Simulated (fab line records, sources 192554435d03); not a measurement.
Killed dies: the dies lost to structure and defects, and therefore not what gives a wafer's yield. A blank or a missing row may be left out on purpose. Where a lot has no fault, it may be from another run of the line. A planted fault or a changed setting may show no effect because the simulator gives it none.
What tool caused it? ; flow n5-finfet ; 9 lots with 27 wafers sampled at 4 steps, on a route of 1938 steps

WHAT THE GAUGES SHOWED, per wafer
N5_HKMG_FIN_OVL_MEAS_13.
lot;measured;on;NWFM_OVL (nm)
L378;day 4 05:34;overlay-01;-0.4 -0.2 0.0
L382;day 5 18:11;overlay-01;0.4 0.6 0.8
L385;day 6 00:20;overlay-01;0.6 0.1 0.9
L386;day 6 01:32;overlay-02;-0.1 -0.1 -1.1
L389;day 6 18:05;overlay-02;-0.6 0.0 0.2
L393;day 7 21:40;overlay-02;0.3 0.6 0.4
L395;day 8 09:04;overlay-01;0.3 -0.5 -0.3
L400;day 9 21:41;overlay-02;0.9 -0.2 0.0
L401;day 10 00:49;overlay-01;-0.8 -1.7 -1.1

WHICH TOOL RAN EACH LOT (tool, then ch and the chambers of the sampled wafers, then the start)
lot;N5_HKMG_FIN_ETCH_55;N5_HKMG_FIN_ALD_79;N5_HKMG_FIN_ALD_36
L378;rie-diel-02 ch 1,2,3, day 4 02:20;ald-metal-03 ch 0,2,3, day 4 03:37;ald-metal-03 ch 1,2,3, day 4 04:22
L382;rie-diel-02 ch 0,1,2, day 5 14:56;ald-metal-03 ch 1,2,3, day 5 16:14;ald-metal-01 ch 0,1,3, day 5 16:59
L385;rie-diel-04 ch 0,2,3, day 5 20:58;ald-metal-03 ch 0,3, day 5 22:14;ald-metal-03 ch 0,1,2, day 5 23:08
L386;rie-diel-01 ch 0,1,2, day 5 22:19;ald-metal-02 ch 1,2,3, day 5 23:35;ald-metal-03 ch 2,3, day 6 00:22
L389;rie-diel-02 ch 0,1,2, day 6 14:57;ald-metal-01 ch 0,1,3, day 6 16:13;ald-metal-02 ch 0,1,2, day 6 17:02
L393;rie-diel-04 ch 0,1,3, day 7 18:26;ald-metal-02 ch 1,2,3, day 7 19:43;ald-metal-03 ch 0,1,3, day 7 20:28
L395;rie-diel-02 ch 0,1,2, day 8 05:58;ald-metal-01 ch 0,1,3, day 8 07:14;ald-metal-03 ch 0,1,3, day 8 08:01
L400;rie-diel-01 ch 0,3, day 9 18:19;ald-metal-03 ch 1,2,3, day 9 19:36;ald-metal-02 ch 0,2,3, day 9 20:29
L401;rie-diel-01 ch 1,2, day 9 21:30;ald-metal-02 ch 0,2, day 9 22:47;ald-metal-01 ch 1,2, day 9 23:40
- N5_HKMG_FIN_ETCH_55: etches SOC in N2/H2, target depth 240 nm, time 300 s.
- N5_HKMG_FIN_ALD_79: deposits TiN, target thk 1.5 nm, pulse time 1 s, purge time 3 s.
- N5_HKMG_FIN_ALD_36: deposits TiN, target thk 1 nm, pulse time 1 s, purge time 3 s.

THE ANSWER, worked out from the rows above alone
Rule: what is usual is taken from the lots themselves. Put in order of their means at a reading, lots are off if they are a third of the lots or fewer, leave a main group of 4 or more, and stand apart from it by a gap of 3 or more times the standard deviation of the main group's means; of several such gaps the widest counts. A main group whose means are all the same, to the digits that the tables above print for the reading, isn't used. A lot without any number at a reading at which 4 lots or more have one is off too. The other lots that the step has rows for count as sound.
None of the lots is off at any reading shown; this tells nothing.

WHAT HAD BEEN PUT IN BY THE SIMULATOR
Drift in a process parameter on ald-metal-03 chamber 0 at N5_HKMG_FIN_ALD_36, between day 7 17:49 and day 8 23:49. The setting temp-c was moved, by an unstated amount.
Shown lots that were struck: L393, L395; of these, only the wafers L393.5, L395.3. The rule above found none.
